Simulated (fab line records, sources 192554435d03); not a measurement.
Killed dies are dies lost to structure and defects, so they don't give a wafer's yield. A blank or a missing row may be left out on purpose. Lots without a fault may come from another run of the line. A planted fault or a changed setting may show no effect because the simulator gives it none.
A struck lot beside a sound one | flow n5_finfet | 37 steps out of a route of 1938
Sound: wafers L254.2, L254.3, L254.5. Struck: wafers L268.2, L268.4, L268.5. The cause comes at the end.
At each step with rows: each side's tool, then ch and its chambers, then its first start. Under that, the readings that differ: sound wafers | struck wafers | difference of the means | sigmas: that difference in standard deviations of wafers without a fault.
alike: readings whose means differ by less than 2 such deviations, and words and numbers that are the same on both sides. not compared: withheld readings, readings that some wafer has no value for, bounds like >300 that may hide the same value, and numbers for which the record gives no deviation and whose values overlap.
The two part at a step that has a row with sigmas, a row that says differs or no value, or rows on one side only. Numbers that don't overlap but have no deviation are shown without sigmas and don't part them. A reading that every wafer of one side lacks parts them only if that side has two wafers or more.

first, 9 steps without rows for these wafers: N5_GATE_CUT_COAT_07 (resist thk 30 nm); N5_GATE_CUT_EBR_09; N5_GATE_CUT_SOFTBAKE_08 (time 60 s); N5_GATE_CUT_EXPOSE_10 (exposes mask GATE CUT, target cd 20 nm); N5_GATE_CUT_PEB_11 (peb time 60 s); N5_GATE_CUT_DEVELOP_12 (develop time 30 s); N5_GATE_CUT_DESCUM_18 (chemistry O2, time 7 s); N5_GATE_CUT_ETCH_28 (etches underlayer in N2/H2, target depth 13 nm, time 10.4 s); N5_GATE_CUT_ETCH_36 (etches SiARC in CF4, target depth 13 nm, time 21.7 s).
N5_GATE_CUT_ETCH_37: etches SOC in N2/H2, target depth 60 nm, overetch 12 nm, time 90 s.
  sound on rie_diel-05 ch 1,2, day 4 13:02; struck on rie_diel-04 ch 0,1,3, day 7 23:31
  alike: drypump_motor_current_A, n2_flow_sccm, oes_product_au, rf_vpp_V, showerhead_plenum_p_Torr, throttle_valve_pct
  not compared: rf_hours_counter_h
then, 26 steps without rows for these wafers: N5_GATE_CUT_STRIP_38 (strips in N2/H2); N5_GATE_CUT_STRIP_39 (strips in N2/H2); N5_GATE_CUT_HM_OPEN_40 (chemistry C4F6/O2, target SiO2, target depth 139 nm, time 85.1 s); N5_GATE_CUT_STRIP_41 (strips in CF4); N5_GATE_CUT_STRIP_42 (strips in O2); N5_GATE_CUT_ETCH_19 (etches SiNx in CH3F/O2, target depth 53.7 nm, time 76.7 s); N5_GATE_CUT_CUT_ETCH_53 (etches W in SF6/Cl2, target depth 79.2 nm); N5_GATE_CUT_CUT_ETCH_54 (etches TiN in Cl2/BCl3, target depth 96.7 nm); N5_GATE_CUT_CUT_ETCH_55 (etches HfO2 in BCl3, target depth 3.2 nm); N5_GATE_CUT_ETCH_47 (etches SiO2 in Cl2/BCl3, target depth 10 nm); N5_GATE_CUT_VAPOR_ETCH_48 (etches TiN in BCl3/Cl2); N5_GATE_CUT_VAPOR_ETCH_49 (etches TiAlC in BCl3/Cl2); N5_GATE_CUT_VAPOR_ETCH_51 (etches HfO2 in BCl3/Cl2); N5_GATE_CUT_STRIP_21 (strips in N2/H2, time 30 s); N5_GATE_CUT_STRIP_29 (strips in post etch residue remover, time 60 s); N5_GATE_CUT_SRD_52 (time 30 s); N5_GATE_CUT_ALD_22 (deposits SiNx, target thk 16 nm, pulse time 1 s, ald cycles 320); N5_GATE_CUT_CMP_23 (polishes, stops on SiO2, t overpolish 23.4 s, target thk 16 nm); N5_GATE_CUT_CMP_43 (polishes SiO2); N5_GATE_CUT_CMP_61 (polishes, stops on SiNx, t overpolish 3 s); N5_MOL_CONTACT_COAG_COAT_103 (time 60 s, resist thk 80 nm); N5_MOL_CONTACT_COAG_COAT_104 (time 60 s, resist thk 12 nm); N5_MOL_CONTACT_COAG_COAT_58 (time 60 s, resist thk 10 nm); N5_MOL_CONTACT_COAG_COAT_02 (resist thk 30 nm); N5_MOL_CONTACT_COAG_EBR_04; N5_MOL_CONTACT_COAG_SOFTBAKE_03 (time 60 s).
-- the record jumps here: 8 days lie between the struck wafers' starts before and after (it left off in module MOL_CONTACT_COAG and takes up again in module PASSIVATION, whose first step shown is number 1936 of the route) --
N5_PASSIVATION_PROBE_49:
  the record has rows for the struck wafers here (prober-02, day 15 13:01) and none for the sound ones

WHERE THEY PART
Only at N5_PASSIVATION_PROBE_49, within this record.

WHY: what the simulator had put in
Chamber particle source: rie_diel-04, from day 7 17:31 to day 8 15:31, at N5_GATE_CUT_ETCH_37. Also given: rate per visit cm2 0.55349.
